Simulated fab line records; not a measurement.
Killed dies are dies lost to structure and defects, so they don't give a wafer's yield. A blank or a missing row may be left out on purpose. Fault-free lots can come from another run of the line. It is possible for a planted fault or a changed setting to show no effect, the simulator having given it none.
fab line records + flow n5Finfet
record
- lots=9
- wafers=25
- lastDay=17
route steps=1938 shown HKMG_FIN@435 BEOL_M4@1111 PASSIVATION@1936
lots that met no fault: from a run of the same line without faults
startH: the number of hours between the record's first day and the start of the first shown wafer of the lot + waitH: hours elapsed since this lot's preceding step + " the same as in the row above + L1.1+2: a row that stands for several wafers + - no value, or no start given + * or withheld: withheld + < > ~ a bound
route shown NAME@n: a module of which the file shows steps, and the number in the route of the first + usual: mean/standard deviation taken from wafers without a fault + same: alike in all rows + chamber/n: place in a boat + sites: readings site by site + _std_site: the values' standard deviation + _edge_site: the outer-site mean with the inner-site mean subtracted + radiusMm: for every site, how far away it sits from the centre of the wafer + mask NAME#n: copy n + behind: the most recent tool/chamber to have shaped the wafer + hold: cause of the lot's hold/its duration in hours/its outcome + device: which transistor (n, p or np) failed to switch + end of line: at the end of the route, the tests of the same wafers + for a step that has no rows: nothing shown but its recipe + killed: not the wafer's yield, but the dies lost to structure and defects at the first sort + map: a wafer's dies, marking killed ones x, the rest . and places with no die _
set.NAME: setting as actually run; set.NAME@STEP: the setting as run at that earlier step + model.NAME: the simulator's own value behind a step, which no gauge read
steps of the route over a sample of lots; a table a step, a row a wafer
services: when a tool's chamber went out of use (startH, in hours from the record's first day, below 0 if earlier), for how many hours, and the reason
## steps
# step N5_HKMG_FIN_ETCH_32
# recipe
- chemistry=N2/H2
- target=SOC
- targetDepthA=2400
- tempC=40
- timeS=300
- ionEnergyEv=200
- maskMaterial=SiARC
- pressureMtorr=30
- sourceW=840
- biasW=150
- n2FlowSccm=200
- h2FlowSccm=200
# usual
- drypumpMotorCurrentA=5.6/0.56
- oesProductAu=0.79/0.09
- rfVppV=524.5/2.5
- showerheadPlenumPTorr=2.56/0.079
- throttleValvePct=17.77/0.24
| lot.wafer | tool       | chamber | startH | waitH | drypumpMotorCurrentA | oesProductAu | rfHoursCounterH | rfVppV | showerheadPlenumPTorr | throttleValvePct |
|-----------|------------|---------|--------|-------|----------------------|--------------|-----------------|--------|-----------------------|------------------|
| L271.1    | rieDiel-02 | 2       | 76.60  | 0.0   | 4.7                  | 0.82         | 81              | 528.5  | 2.66                  | 17.24            |
| L271.4    | "          | 0       | "      | "     | 5.5                  | 0.84         | 91              | 524.9  | 2.59                  | 17.75            |
| L271.5    | "          | 0       | "      | "     | 5.5                  | 0.85         | -               | 523.8  | 2.59                  | 17.75            |
| L274.2    | rieDiel-05 | 0       | 94.54  | 0.0   | 5.5                  | 0.83         | 82              | 521.9  | 2.48                  | 17.81            |
| L274.3    | "          | 1       | "      | "     | 5.4                  | 0.70         | 210             | 522.4  | 2.51                  | 17.82            |
| L274.5    | "          | 3       | "      | "     | 5.7                  | 0.69         | -               | 523.5  | 2.51                  | 18.30            |
| L275.1    | rieDiel-05 | 1       | 98.78  | 0.0   | 5.4                  | 0.70         | 212             | 523.7  | 2.51                  | 17.82            |
| L275.2    | "          | 0       | "      | "     | 5.4                  | 0.81         | 85              | 522.4  | 2.48                  | 17.83            |
| L275.6    | "          | 2       | "      | "     | 6.5                  | 0.96         | -               | 527.4  | 2.71                  | 17.66            |
| L277.2    | rieDiel-06 | 2       | 113.74 | 0.0   | 6.4                  | 0.98         | 3               | 527.0  | 2.71                  | 17.43            |
| L277.3    | "          | 3       | "      | "     | 5.6                  | 0.69         | 232             | 522.1  | 2.48                  | 17.62            |
| L277.5    | "          | 1       | "      | "     | 5.5                  | 0.70         | -               | 526.8  | 2.59                  | 17.96            |
| L286.3    | rieDiel-05 | 2       | 163.84 | 0.0   | 6.5                  | 0.86         | 27              | 528.9  | 2.70                  | 17.70            |
| L286.4    | "          | 1       | "      | "     | 5.4                  | 0.68         | 238             | 522.6  | 2.50                  | 17.87            |
| L286.5    | "          | 1       | "      | "     | 5.4                  | 0.68         | -               | 523.2  | 2.50                  | 17.87            |
| L287.3    | rieDiel-06 | 1       | 170.31 | 0.0   | 5.6                  | 0.68         | 235             | 525.9  | 2.58                  | 17.99            |
| L287.4    | "          | 2       | "      | "     | 6.4                  | 0.92         | 21              | 529.0  | 2.70                  | 17.47            |
| L287.6    | "          | 2       | "      | "     | 6.4                  | 0.92         | -               | 528.9  | 2.70                  | 17.47            |
| L289.1    | rieDiel-02 | 0       | 183.17 | 0.0   | 5.5                  | 0.80         | 130             | 524.0  | 2.57                  | 17.80            |
| L289.4    | "          | 3       | "      | "     | 6.5                  | 0.69         | 208             | 523.3  | 2.53                  | 17.95            |
| L288.2    | rieDiel-06 | 0       | 185.11 | 0.0   | 4.8                  | 0.85         | 51              | 524.3  | 2.50                  | 17.95            |
| L288.4    | "          | 1       | "      | "     | 5.6                  | 0.68         | -               | 526.0  | 2.58                  | 17.99            |
| L288.5    | "          | 2       | "      | "     | 6.4                  | 0.90         | -               | 529.7  | 2.70                  | 17.48            |
| L290.2    | rieDiel-06 | 2       | 189.13 | 0.0   | 6.4                  | 0.91         | 29              | 527.6  | 2.70                  | 17.51            |
| L290.6    | "          | 2       | "      | "     | 6.4                  | 0.90         | -               | 527.6  | 2.70                  | 17.50            |
# step N5_HKMG_FIN_STRIP_34
# recipe
- chemistry=CF4
- resist=SiARC
- powerW=300
- biasPowerW=75
- pressureMtorr=50
- cf4FlowSccm=150
- rfFrequencyHz=6e+07
# usual
- cf4FlowSccm=150.0/0.44
- drypumpMotorCurrentA=5.6/0.56
- oesProductAu=0.78/0.085
- rfVppV=271.3/1.5
- showerheadPlenumPTorr=1.81/0.056
- throttleValvePct=13.56/0.22
| lot.wafer | tool       | chamber | startH | waitH | cf4FlowSccm | drypumpMotorCurrentA | oesProductAu | rfHoursCounterH | rfVppV | showerheadPlenumPTorr | throttleValvePct |
|-----------|------------|---------|--------|-------|-------------|----------------------|--------------|-----------------|--------|-----------------------|------------------|
| L271.1    | rieDiel-02 | 2       | 76.79  | 0.0   | 149.8       | 4.7                  | 0.81         | 81              | 272.3  | 1.88                  | 13.21            |
| L271.4    | "          | 0       | "      | "     | 150.4       | 5.5                  | 0.82         | 91              | 272.1  | 1.80                  | 13.36            |
| L271.5    | "          | 0       | "      | "     | 150.2       | 5.5                  | 0.81         | -               | 271.1  | 1.80                  | 13.37            |
| L274.2    | rieDiel-05 | 0       | 94.73  | 0.0   | 150.4       | 5.5                  | 0.82         | 82              | 271.5  | 1.76                  | 13.45            |
| L274.3    | "          | 1       | "      | "     | 150.0       | 5.4                  | 0.71         | 210             | 271.5  | 1.78                  | 13.64            |
| L274.5    | "          | 3       | "      | "     | 150.3       | 5.7                  | 0.69         | -               | 272.8  | 1.76                  | 13.97            |
| L275.1    | rieDiel-05 | 1       | 98.97  | 0.0   | 149.8       | 5.4                  | 0.71         | 212             | 271.9  | 1.78                  | 13.66            |
| L275.2    | "          | 0       | "      | "     | 150.2       | 5.4                  | 0.82         | 85              | 268.6  | 1.76                  | 13.43            |
| L275.6    | "          | 2       | "      | "     | 149.7       | 6.5                  | 0.96         | -               | 271.9  | 1.92                  | 13.34            |
| L277.2    | rieDiel-06 | 2       | 113.93 | 0.0   | 149.5       | 6.4                  | 0.95         | 3               | 272.9  | 1.92                  | 13.32            |
| L277.3    | "          | 3       | "      | "     | 150.4       | 5.7                  | 0.69         | 232             | 271.0  | 1.77                  | 13.66            |
| L277.5    | "          | 1       | "      | "     | 149.9       | 5.5                  | 0.70         | -               | 272.4  | 1.82                  | 13.86            |
| L286.3    | rieDiel-05 | 2       | 164.03 | 0.0   | 150.3       | 6.4                  | 0.90         | 27              | 274.6  | 1.92                  | 13.41            |
| L286.4    | "          | 1       | "      | "     | 150.7       | 5.5                  | 0.68         | 239             | 268.7  | 1.78                  | 13.71            |
| L286.5    | "          | 1       | "      | "     | 150.1       | 5.5                  | 0.69         | -               | 269.8  | 1.77                  | 13.70            |
| L287.3    | rieDiel-06 | 1       | 170.50 | 0.0   | 149.6       | 5.5                  | 0.69         | 235             | 273.0  | 1.82                  | 13.93            |
| L287.4    | "          | 2       | "      | "     | 149.7       | 6.4                  | 0.90         | 22              | 273.1  | 1.92                  | 13.34            |
| L287.6    | "          | 2       | "      | "     | 149.8       | 6.4                  | 0.90         | -               | 272.9  | 1.92                  | 13.35            |
| L289.1    | rieDiel-02 | 0       | 183.36 | 0.0   | 149.9       | 5.5                  | 0.78         | 130             | 271.7  | 1.79                  | 13.47            |
| L289.4    | "          | 3       | "      | "     | 150.2       | 6.5                  | 0.70         | 208             | 270.5  | 1.79                  | 13.85            |
| L288.2    | rieDiel-06 | 0       | 185.30 | 0.0   | 150.0       | 4.9                  | 0.85         | 51              | 271.1  | 1.77                  | 13.40            |
| L288.4    | "          | 1       | "      | "     | 149.3       | 5.5                  | 0.69         | -               | 273.5  | 1.82                  | 13.93            |
| L288.5    | "          | 2       | "      | "     | 149.6       | 6.4                  | 0.88         | -               | 273.8  | 1.92                  | 13.37            |
| L290.2    | rieDiel-06 | 2       | 189.32 | 0.0   | 150.4       | 6.4                  | 0.88         | 29              | 273.9  | 1.92                  | 13.38            |
| L290.6    | "          | 2       | "      | "     | 150.2       | 6.4                  | 0.89         | -               | 274.6  | 1.92                  | 13.38            |
# step N5_HKMG_FIN_NWFM_ALD_20
# recipe
- material=TiAlC
- targetThkA=20
- tempC=300
- aldPrecursorFamily=TiCl4
- aldCoReactant=TEA
- pulseTimeS=3
- purgeTimeS=2
- coReactantPurgeTimeS=2
- coReactantPulseTimeS=10
- aldCycles=7
- pressureTorr=3
# usual
- aldCycles=7/0
- heaterPowerW=472/45
- precursorPulseHeightRel=1.001/0.018
# same
- coReactantPurgeTimeS=2
- pulseTimeS=3
| lot.wafer | tool        | chamber | startH | waitH | aldCycles | heaterPowerW | precursorPulseHeightRel |
|-----------|-------------|---------|--------|-------|-----------|--------------|-------------------------|
| L271.1    | aldMetal-03 | 0       | 78.46  | 0.3   | 7         | 500          | 0.995                   |
| L271.4    | "           | 1       | "      | "     | 7         | 406          | 0.990                   |
| L271.5    | "           | 0       | "      | "     | 7         | 501          | 1.010                   |
| L274.2    | aldMetal-01 | 0       | 96.55  | 0.3   | 7         | 481          | 1.040                   |
| L274.3    | "           | 3       | "      | "     | 7         | 492          | 1.003                   |
| L274.5    | "           | 1       | "      | "     | 7         | 542          | 0.993                   |
| L275.1    | aldMetal-03 | 3       | 100.82 | 0.3   | 7         | 426          | 0.978                   |
| L275.2    | "           | 0       | "      | "     | 7         | 498          | 0.989                   |
| L275.6    | "           | 0       | "      | "     | 7         | 505          | 0.997                   |
| L277.2    | aldMetal-02 | 3       | 115.69 | 0.3   | 7         | 542          | 1.028                   |
| L277.3    | "           | 2       | "      | "     | 7         | 462          | 0.989                   |
| L277.5    | "           | 3       | "      | "     | 7         | 524          | 1.028                   |
| L286.3    | aldMetal-03 | 0       | 165.76 | 0.1   | 7         | 501          | 1.028                   |
| L286.4    | "           | 3       | "      | "     | 7         | 430          | 0.969                   |
| L286.5    | "           | 3       | "      | "     | 8         | 420          | 1.013                   |
| L287.3    | aldMetal-03 | 1       | 172.17 | 0.1   | 7         | 409          | 1.016                   |
| L287.4    | "           | 3       | "      | "     | 7         | 423          | 0.990                   |
| L287.6    | "           | 3       | "      | "     | 8         | 430          | 0.998                   |
| L289.1    | aldMetal-01 | 2       | 185.10 | 0.3   | 7         | 479          | 0.996                   |
| L289.4    | "           | 3       | "      | "     | 7         | 482          | 0.991                   |
| L288.2    | aldMetal-02 | 1       | 186.98 | 0.3   | 7         | 408          | 1.017                   |
| L288.4    | "           | 3       | "      | "     | 7         | 528          | 0.987                   |
| L288.5    | "           | 2       | "      | "     | 7         | 435          | 1.002                   |
| L290.2    | aldMetal-01 | 1       | 191.03 | 0.3   | 7         | 566          | 1.022                   |
| L290.6    | "           | 3       | "      | "     | 7         | 499          | 1.007                   |
# step N5_HKMG_FIN_STRIP_69
# recipe
- chemistry=N2/H2
- powerW=2500
- tempC=300
- h2Frac=0.65
- timeS=360
- pressureMtorr=withheld
- n2FlowSccm=1750
- h2FlowSccm=3250
# usual
- drypumpMotorCurrentA=5.8/0.5
- heaterPowerW=458/52
| lot.wafer | tool           | chamber | startH | waitH | drypumpMotorCurrentA | heaterPowerW | rfHoursCounterH |
|-----------|----------------|---------|--------|-------|----------------------|--------------|-----------------|
| L271.1    | plasmaAsher-01 | 1       | 79.26  | 0.1   | 5.8                  | 470          | 39              |
| L271.4    | "              | 1       | "      | "     | 5.8                  | 470          | -               |
| L271.5    | "              | 0       | "      | "     | 6.2                  | 412          | -               |
| L274.2    | plasmaAsher-01 | 1       | 97.49  | 0.1   | 5.9                  | 461          | 43              |
| L274.3    | "              | 0       | "      | "     | 6.3                  | 424          | -               |
| L274.5    | "              | 0       | "      | "     | 6.2                  | 424          | -               |
| L275.1    | plasmaAsher-02 | 1       | 101.81 | 0.1   | 6.1                  | 543          | 87              |
| L275.2    | "              | 0       | "      | "     | 4.9                  | 402          | 87              |
| L275.6    | "              | 1       | "      | "     | 6.1                  | 537          | -               |
| L277.2    | plasmaAsher-02 | 0       | 116.49 | 0.1   | 4.9                  | 399          | 90              |
| L277.3    | "              | 0       | "      | "     | 4.9                  | 408          | -               |
| L277.5    | "              | 1       | "      | "     | 6.1                  | 536          | -               |
| L286.3    | plasmaAsher-01 | 1       | 166.80 | 0.3   | 5.8                  | 463          | -               |
| L286.4    | "              | 0       | "      | "     | 6.2                  | 423          | -               |
| L286.5    | "              | 0       | "      | "     | 6.2                  | 428          | -               |
| L287.3    | plasmaAsher-01 | 1       | 173.25 | 0.3   | 5.8                  | 457          | -               |
| L287.4    | "              | 0       | "      | "     | 6.2                  | 427          | -               |
| L287.6    | "              | 1       | "      | "     | 5.8                  | 462          | -               |
| L289.1    | plasmaAsher-01 | 1       | 185.92 | 0.1   | 5.9                  | 475          | 61              |
| L289.4    | "              | 1       | "      | "     | 5.9                  | 470          | -               |
| L288.2    | plasmaAsher-02 | 0       | 187.87 | 0.1   | 4.9                  | 402          | 103             |
| L288.4    | "              | 1       | "      | "     | 6.1                  | 546          | -               |
| L288.5    | "              | 1       | "      | "     | 6.1                  | 524          | -               |
| L290.2    | plasmaAsher-01 | 0       | 191.83 | 0.1   | 6.2                  | 420          | 63              |
| L290.6    | "              | 0       | "      | "     | 6.2                  | 414          | -               |
# step N5_BEOL_M4_RC_MEAS_101
# usual
- DIBL_N=37.1/2.4
- DIBL_P=37/3
- IOFF_N=0.18/0.053
- IOFF_N_85C=3.4/0.83
- IOFF_N_LIN=0.078/0.017
- IOFF_N_LONG=5.47e-05/1.9e-06
- IOFF_P=0.21/0.05
- ION_N=674/14
- ION_P=459/9.2
- SS_N=72.1/0.9
- SS_P=73.4/0.89
- VT_N=250/3.8
- VT_N_LONG=275.4/1.7
- VT_N_LVT=98/3.8
- VT_P=-251/3.7
| lot.wafer | tool      | chamber | startH | waitH | DIBL_N[mV/V] | DIBL_P[mV/V] | IOFF_N[nA/um] | IOFF_N_85C[nA/um] | IOFF_N_LIN[nA/um] | IOFF_N_LONG[nA/um] | IOFF_P[nA/um] | ION_N[uA/um] | ION_P[uA/um] | SS_N[mV/dec] | SS_P[mV/dec] | VT_N[mV] | VT_N_LONG[mV] | VT_N_LVT[mV] | VT_P[mV] |
|-----------|-----------|---------|--------|-------|--------------|--------------|---------------|-------------------|-------------------|--------------------|---------------|--------------|--------------|--------------|--------------|----------|---------------|--------------|----------|
| L271.1    | prober-02 | 0       | 179.75 | 0.0   | 39.7         | 42           | 0.23          | 4.2               | 0.100             | 5.24e-05           | 0.30          | 684          | 470          | 72.4         | 74.6         | 245      | 276.1         | 96           | -248     |
| L271.4    | "         | 0       | "      | "     | 38.3         | 39           | 0.19          | 3.4               | 0.080             | 5.32e-05           | 0.22          | 667          | 455          | 71.9         | 73.9         | 249      | 277.6         | 98           | -253     |
| L271.5    | "         | 0       | "      | "     | 39.1         | 41           | 0.21          | 3.9               | 0.092             | 5.15e-05           | 0.27          | 673          | 467          | 72.2         | 74.2         | 245      | 277.2         | 95           | -248     |
| L275.1    | prober-01 | 0       | 200.63 | 0.2   | 35.0         | 34           | 0.13          | 2.7               | 0.060             | 5.46e-05           | 0.16          | 664          | 455          | 71.5         | 73.0         | 253      | 272.9         | 100          | -251     |
| L275.2    | "         | 0       | "      | "     | 34.1         | 32           | 0.12          | 2.4               | 0.055             | 5.45e-05           | 0.14          | 652          | 445          | 71.4         | 72.2         | 256      | 275.7         | 102          | -257     |
| L275.6    | "         | 0       | "      | "     | 36.0         | 35           | 0.14          | 2.9               | 0.065             | 5.38e-05           | 0.17          | 664          | 453          | 71.1         | 72.8         | 255      | 275.5         | 100          | -255     |
| L274.2    | prober-01 | 0       | 205.80 | 0.2   | 37.7         | 39           | 0.20          | 3.8               | 0.090             | 5.79e-05           | 0.25          | 688          | 467          | 71.6         | 73.7         | 248      | 271.9         | 93           | -248     |
| L274.3    | "         | 0       | "      | "     | 36.7         | 37           | 0.19          | 3.6               | 0.085             | 5.91e-05           | 0.23          | 681          | 464          | 72.0         | 72.7         | 245      | 272.5         | 93           | -248     |
| L274.5    | "         | 0       | "      | "     | 37.9         | 38           | 0.20          | 3.7               | 0.083             | 5.76e-05           | 0.23          | 664          | 453          | 73.0         | 73.8         | 247      | 273.7         | 96           | -248     |
| L277.2    | prober-01 | 0       | 210.38 | 0.2   | 37.7         | 40           | 0.19          | 3.6               | 0.082             | 5.47e-05           | 0.22          | 671          | 459          | 72.5         | 74.4         | 250      | 276.9         | 97           | -251     |
| L277.3    | "         | 0       | "      | "     | 34.9         | 36           | 0.13          | 2.6               | 0.060             | 5.36e-05           | 0.18          | 657          | 450          | 71.4         | 73.3         | 253      | 275.0         | 102          | -253     |
| L277.5    | "         | 0       | "      | "     | 36.0         | 36           | 0.16          | 3.1               | 0.070             | 5.48e-05           | 0.18          | 679          | 457          | 72.1         | 72.9         | 250      | 276.4         | 98           | -254     |
| L287.3    | prober-02 | 0       | 274.10 | 0.3   | 35.3         | 33           | 0.13          | 2.5               | 0.060             | 5.55e-05           | 0.16          | 663          | 454          | 70.9         | 72.4         | 250      | 273.1         | 100          | -255     |
| L287.4    | "         | 0       | "      | "     | 39.8         | 40           | 0.20          | 3.8               | 0.086             | 5.54e-05           | 0.25          | 685          | 468          | 72.8         | 74.7         | 248      | 273.6         | 98           | -247     |
| L287.6    | "         | 0       | "      | "     | 37.4         | 37           | 0.29          | 5.1               | 0.133             | 8.98e-05           | 0.18          | 706          | 452          | 71.4         | 73.0         | 233      | 255.7         | 81           | -254     |
| L286.3    | prober-01 | 0       | 277.27 | 0.3   | 44.3         | 45           | 0.39          | 6.6               | 0.145             | 5.66e-05           | 0.41          | 708          | 473          | 74.5         | 75.2         | 243      | 273.4         | 87           | -240     |
| L286.4    | "         | 0       | "      | "     | 36.7         | 35           | 0.17          | 3.2               | 0.073             | 5.63e-05           | 0.20          | 664          | 453          | 71.5         | 73.1         | 250      | 274.6         | 98           | -250     |
| L286.5    | "         | 0       | "      | "     | 38.2         | 38           | 0.36          | 6.3               | 0.159             | 9.03e-05           | 0.21          | 710          | 451          | 71.8         | 73.4         | 231      | 256.0         | 78           | -254     |
| L289.1    | prober-01 | 0       | 280.56 | 0.0   | 40.9         | 42           | 0.28          | 5.1               | 0.112             | 5.84e-05           | 0.33          | 695          | 474          | 72.6         | 74.0         | 242      | 276.8         | 91           | -243     |
| L289.4    | "         | 0       | "      | "     | 36.4         | 37           | 0.15          | 3.1               | 0.070             | 5.77e-05           | 0.21          | 671          | 462          | 72.2         | 72.9         | 250      | 276.9         | 99           | -249     |
| L288.2    | prober-02 | 0       | 282.61 | 0.2   | 32.8         | 32           | 0.11          | 2.4               | 0.055             | 5.54e-05           | 0.16          | 661          | 456          | 70.1         | 71.6         | 256      | 274.4         | 105          | -254     |
| L288.4    | "         | 0       | "      | "     | 36.2         | 36           | 0.17          | 3.3               | 0.077             | 5.57e-05           | 0.23          | 673          | 466          | 71.6         | 73.3         | 248      | 272.6         | 98           | -248     |
| L288.5    | "         | 0       | "      | "     | 34.8         | 32           | 0.13          | 2.7               | 0.060             | 5.66e-05           | 0.18          | 665          | 460          | 71.4         | 72.0         | 254      | 274.6         | 104          | -251     |
| L290.2    | prober-02 | 0       | 285.46 | 0.2   | 42.6         | 45           | 0.30          | 5.4               | 0.116             | 5.45e-05           | 0.31          | 698          | 471          | 73.4         | 75.3         | 245      | 275.3         | 91           | -246     |
| L290.6    | "         | 0       | "      | "     | 43.0         | 45           | 0.30          | 5.2               | 0.115             | 5.42e-05           | 0.32          | 693          | 462          | 73.8         | 75.1         | 244      | 276.6         | 91           | -247     |
# step N5_PASSIVATION_PROBE_49
# usual
- defectLimitedYield=91.6/1.4
- killed_at_M0_to_M3=32/9.5
- killed_at_M4_up=13/6
- killedAtContacts=12/5.6
- killedAtFrontEnd=39/11
- killedAtOther=2.8/2.3
- killedDies=99/16
- killedOpen=65/12
- killedShort=32/7.6
- sort_bin_4_leakage=0.1/0.88
- sort_bin_5_function=4.8/0.88
- sort_bin_6_memory=3.2/0.65
- sortNPass=1077/29
- sortYieldPct=91.2/2.5
# same
- grossDies=1180
- killedAtBackSide=0
- sort_bin_8_speed[%]=0
| lot.wafer | tool      | chamber | startH | waitH | defectLimitedYield[%] | killed_at_M0_to_M3 | killed_at_M4_up | killedAtContacts | killedAtFrontEnd | killedAtOther | killedDies | killedOpen | killedShort | sort_bin_4_leakage[%] | sort_bin_5_function[%] | sort_bin_6_memory[%] | sortNPass | sortYieldPct[%] |
|-----------|-----------|---------|--------|-------|-----------------------|--------------------|-----------------|------------------|------------------|---------------|------------|------------|-------------|-----------------------|------------------------|----------------------|-----------|-----------------|
| L287.6    | prober-01 | -       | 375.97 | 1.0   | 89.7                  | 30                 | 30              | 12               | 49               | 1             | 122        | 88         | 33          | 0.3                   | 5.4                    | 4.6                  | 1055      | 89.4            |
| L286.5    | prober-02 | -       | 398.73 | 0.2   | 91.2                  | 31                 | 16              | 19               | 37               | 1             | 104        | 66         | 29          | 4.8                   | 4.7                    | 3.3                  | 1019      | 86.4            |
# killed by level:class
L287.6 BEOL_M4:geometricParticle:open=14 STI_FIN_REVEAL:geometricParticle:open=13 FIN_SAQP:geometricParticle:open=10 BEOL_M0_SAQP:geometricParticle:open=10 MOL_CONTACT_COAG:geometricParticle:open=9 DUMMY_GATE:geometricParticle:open=8 BEOL_M1:geometricParticle:short=8 BEOL_M0_SAQP:geometricParticle:short=6
L286.5 MOL_CONTACT_COAG:geometricParticle:open=14 BEOL_M0_SAQP:geometricParticle:open=9 HKMG_FIN:areaEtch=8 STI_FIN_REVEAL:geometricParticle:open=7 BEOL_M0_SAQP:geometricParticle:short=7 FIN_SAQP:geometricParticle:short=6 BEOL_M3:geometricParticle:open=6 MOL_CONTACT_COAG:geometricParticle:short=5
## services
| tool           | chamber | startH | hours | kind                         |
|----------------|---------|--------|-------|------------------------------|
| aldMetal-03    | -       | 60.05  | 0.3   | repair                       |
| aldMetal-02    | -       | 60.06  | 0.9   | repair                       |
| aldMetal-03    | 3       | 72.41  | 25.3  | repair                       |
| rieDiel-05     | 2       | 83.03  | -     | clean                        |
| rieDiel-05     | 2       | 83.03  | -     | consumableReplace:focusRing  |
| plasmaAsher-02 | -       | 84.41  | 1.2   | repair                       |
| rieDiel-06     | 2       | 92.18  | -     | clean                        |
| rieDiel-06     | 2       | 92.18  | -     | consumableReplace:focusRing  |
| rieDiel-06     | 2       | 92.18  | -     | consumableReplace:showerhead |
| rieDiel-06     | 2       | 92.18  | 13.1  | scheduledDown                |
| rieDiel-06     | 2       | 92.18  | 13.1  | ventCycle                    |
| rieDiel-06     | 0       | 93.20  | 17.5  | repair                       |
| plasmaAsher-02 | -       | 97.19  | 2.7   | repair                       |
| aldMetal-03    | -       | 99.22  | 0.8   | repair                       |
| aldMetal-03    | -       | 105.92 | 14.6  | pm                           |
| aldMetal-02    | 1       | 110.16 | 20.2  | repair                       |
| rieDiel-05     | 2       | 111.68 | 4.3   | repair                       |
| rieDiel-05     | 0       | 153.50 | 6.6   | repair                       |
| aldMetal-03    | -       | 156.72 | 0.3   | repair                       |
| aldMetal-01    | -       | 164.29 | 0.6   | repair                       |
| rieDiel-06     | 3       | 172.77 | -     | clean                        |
| rieDiel-06     | 3       | 172.77 | -     | consumableReplace:focusRing  |
| rieDiel-06     | 3       | 172.77 | 22.0  | scheduledDown                |
| rieDiel-06     | 3       | 172.77 | 22.0  | ventCycle                    |
## key
firstSign
- step=N5_HKMG_FIN_NWFM_ALD_20
- reading=aldCycles
- direction=up
- sigmas=99+
- usual=*
- struck=*
effect
- step=N5_BEOL_M4_RC_MEAS_101
- reading=IOFF_N_LONG
- direction=up
- sigmas=19
- usual=5.47e-05
- struck=9.01e-05
effect
- step=N5_BEOL_M4_RC_MEAS_101
- reading=VT_N_LONG
- direction=down
- sigmas=11
- usual=275.4
- struck=255.9
effect
- step=N5_BEOL_M4_RC_MEAS_101
- reading=VT_N
- direction=down
- sigmas=4.8
- usual=250
- struck=232
effect
- step=N5_BEOL_M4_RC_MEAS_101
- reading=VT_N_LVT
- direction=down
- sigmas=4.7
- usual=98
- struck=80
effect
- step=N5_BEOL_M4_RC_MEAS_101
- reading=IOFF_N_LIN
- direction=up
- sigmas=4.1
- usual=0.078
- struck=0.146
effect
- step=N5_BEOL_M4_RC_MEAS_101
- reading=IOFF_N
- direction=up
- sigmas=2.8
- usual=0.18
- struck=0.33
effect
- step=N5_BEOL_M4_RC_MEAS_101
- reading=IOFF_N_85C
- direction=up
- sigmas=2.7
- usual=3.4
- struck=5.7
metAt N5_HKMG_FIN_NWFM_ALD_20
struckLots L286,L287
struckWafers L286.5,L287.6
notActingAt N5_HKMG_FIN_ETCH_32,N5_HKMG_FIN_STRIP_34,N5_HKMG_FIN_STRIP_69
onsetBetween 100.82 165.76
fault
- kind=processParameterDrift
- tool=aldMetal-03
- chamber=-
- onsetH=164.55
- steps=N5_HKMG_FIN_NWFM_ALD_20
- channel=aldCycles
- offset=*
- shape=step
- endH=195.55
- scope=struckWafersOnly
- actsIn=*
- stated=*
